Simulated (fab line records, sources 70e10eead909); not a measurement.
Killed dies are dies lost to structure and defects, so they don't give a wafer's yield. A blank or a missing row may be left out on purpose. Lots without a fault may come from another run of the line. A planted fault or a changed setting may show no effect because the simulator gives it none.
A struck lot beside a sound one | flow nand_harc | 41 steps out of a route of 1302
Sound: wafers L786.2, L786.3, L786.6. Struck: wafer L779.4. (L779.5, L779.6 of the same lot were not struck and are left out.) The cause comes at the end.
At each step with rows: each side's tool, then ch and its chambers, then its first start. Under that, the readings that differ: sound wafers | struck wafers | difference of the means | sigmas: that difference in standard deviations of wafers without a fault.
alike: readings whose means differ by less than 2 such deviations, and words and numbers that are the same on both sides. not compared: withheld readings, readings that some wafer has no value for, bounds like >300 that may hide the same value, and numbers for which the record gives no deviation and whose values overlap.
The two part at a step that has a row with sigmas, a row that says differs or no value, or rows on one side only. Numbers that don't overlap but have no deviation are shown without sigmas and don't part them. A reading that every wafer of one side lacks parts them only if that side has two wafers or more.

NHARC_P_M1_OVL_MEAS_10: pitch 260 nm.
  sound on overlay-02, day 12 09:20; struck on overlay-01, day 9 00:20
  alike: overlay_x_nm, overlay_y_nm
NHARC_P_M1_INSPECT_11:
  sound on defect_inspect-02, day 12 09:22; struck on defect_inspect-01, day 9 00:22
  alike: raw_defect_count
then, 1 step without rows for these wafers: NHARC_P_M1_DESCUM_14 (chemistry O2, time 3 s).
NHARC_P_M1_ETCH_35: etches the open film in N2/H2, target depth 40 nm, overetch 12 nm, time 43.94 s.
  sound on rie_diel-11 ch 0,2, day 12 09:31; struck on rie_diel-11 ch 2, day 9 00:32
  alike: chamber_pressure_mTorr, drypump_motor_current_A, oes_product_au, rf_vpp_V, showerhead_plenum_p_Torr, throttle_valve_pct
  not compared: rf_hours_counter_h
then, 1 step without rows for these wafers: NHARC_P_M1_ETCH_15 (etches the open film in C4F8/Ar, target depth 182.5 nm, time 91.2 s).
NHARC_P_M1_CD_MEAS_16:
  sound on cd_sem-02, day 12 09:44; struck on cd_sem-01, day 9 00:44
  alike: cd_nm
then, 6 steps without rows for these wafers: NHARC_P_M1_STRIP_18 (strips in N2/H2); NHARC_P_M1_ETCH_28 (etches the open film in CF4/N2, target depth 30 nm, time 72.99 s); NHARC_P_M1_STRIP_19 (strips in post etch residue remover, time 600 s); NHARC_P_M1_DEGAS_29 (time 60 s); NHARC_P_M1_PRE_CLEAN_30 (time 30 s); NHARC_P_M1_PVD_20 (deposits TaN, target thk 5 nm, time 8.06 s).
NHARC_P_M1_PVD_21: deposits Cu, target thk 30 nm, time 20.49 s.
  sound on pvd_sputter-02, day 12 10:40; struck on pvd_sputter-01, day 9 01:43
  alike: throttle_valve_pct
then, 1 step without rows for these wafers: NHARC_P_M1_ECD_22 (material Cu, target thk 400 nm).
NHARC_P_M1_ANNEAL_31: time 90 s.
  sound on rtp_anneal-01 ch 0, day 12 11:16; struck on rtp_anneal-02 ch 0, day 9 02:22
  alike: wafer_temp_C_max
then, 2 steps without rows for these wafers: NHARC_P_M1_CMP_23 (polishes, t overpolish 20 s, target thk 157.82 nm); NHARC_P_M1_SRD_25.
NHARC_P_M1_INSPECT_27:
  sound on defect_inspect-01, day 12 12:02; struck on defect_inspect-01, day 9 03:01
  reading          | sound       | struck | difference | sigmas
  raw_defect_count | 331 233 221 | 689    | +427       | +3
NHARC_P_M1_PRE_CLEAN_32: time 12 s.
  sound on pecvd-03 ch 0,1,2, day 12 12:06; struck on pecvd-04 ch 1, day 9 03:14
  alike: heater_power_w
then, 11 steps without rows for these wafers: NHARC_P_M1_DEP_33 (deposits SiCN, target thk 30 nm); NHARC_P_M2_DEP_00 (deposits SiOC, target thk 182.5 nm); NHARC_P_M2_DEHYDRATE_01 (time 120 s); NHARC_P_M2_HMDS_02 (time 30 s); NHARC_P_M2_COAT_34 (time 65 s); NHARC_P_M2_COAT_03 (resist thk 90 nm); NHARC_P_M2_SOFTBAKE_04 (time 55 s); NHARC_P_M2_EBR_05; NHARC_P_M2_EXPOSE_06 (exposes mask P M2, target cd 170 nm); NHARC_P_M2_PEB_07 (peb time 65 s); NHARC_P_M2_DEVELOP_08 (develop time 35 s).
NHARC_P_M2_CD_MEAS_09: target cd 170 nm.
  the record has rows for the sound wafers here (cd_sem-01 ch 0, day 12 13:26) and none for the struck ones
NHARC_P_M2_OVL_MEAS_10: pitch 340 nm.
  the record has rows for the sound wafers here (overlay-02, day 12 13:31) and none for the struck ones
NHARC_P_M2_INSPECT_11:
  the record has rows for the sound wafers here (defect_inspect-02, day 12 13:33) and none for the struck ones
then, 2 steps without rows for these wafers: NHARC_P_M2_DESCUM_14 (chemistry O2, time 3 s); NHARC_P_M2_ETCH_35 (etches the open film in N2/H2, target depth 40 nm, overetch 12 nm, time 43.94 s).
NHARC_P_M2_ETCH_15: etches the open film in C4F8/Ar, target depth 182.5 nm, time 91.2 s.
  the record has rows for the sound wafers here (rie_diel-10 ch 0,1) and none for the struck ones
NHARC_P_M2_CD_MEAS_16:
  the record has rows for the sound wafers here (cd_sem-01, day 12 13:55) and none for the struck ones
then, 1 step without rows for these wafers: NHARC_P_M2_STRIP_18 (strips in N2/H2).
NHARC_P_M2_ETCH_28: etches the open film in CF4/N2, target depth 30 nm, time 72.99 s.
  the record has rows for the sound wafers here (rie_diel-01 ch 0,1) and none for the struck ones
then, 1 step without rows for these wafers: NHARC_P_M2_STRIP_19 (strips in post etch residue remover, time 600 s).
-- the record jumps here: 18 days lie between the struck wafers' starts before and after (it left off in module P_M2 and takes up again in module END, whose first step shown is number 1302 of the route) --
NHARC_END_SORT_01:
  sound on prober-01 ch 0, day 30 19:16; struck on prober-02 ch 0, day 26 20:39
  reading                  | sound          | struck | difference | sigmas
  defect_limited_yield (%) | 94.5 94.8 95.4 | 0      | -95        | -35
  killed_at_array          | 33 30 28       | 72     | +42        | +2
  killed_at_periphery      | 0 2 2          | 602    | +601       | +99 or more
  killed_dies              | 37 35 31       | 677    | +643       | +34
  killed_short             | 5 1 0          | 6      | +4         | +2
  alike: killed_at_other, killed_open

WHERE THEY PART
First at NHARC_P_M1_INSPECT_27; last, within this record, at NHARC_END_SORT_01.

WHY: what the simulator had put in
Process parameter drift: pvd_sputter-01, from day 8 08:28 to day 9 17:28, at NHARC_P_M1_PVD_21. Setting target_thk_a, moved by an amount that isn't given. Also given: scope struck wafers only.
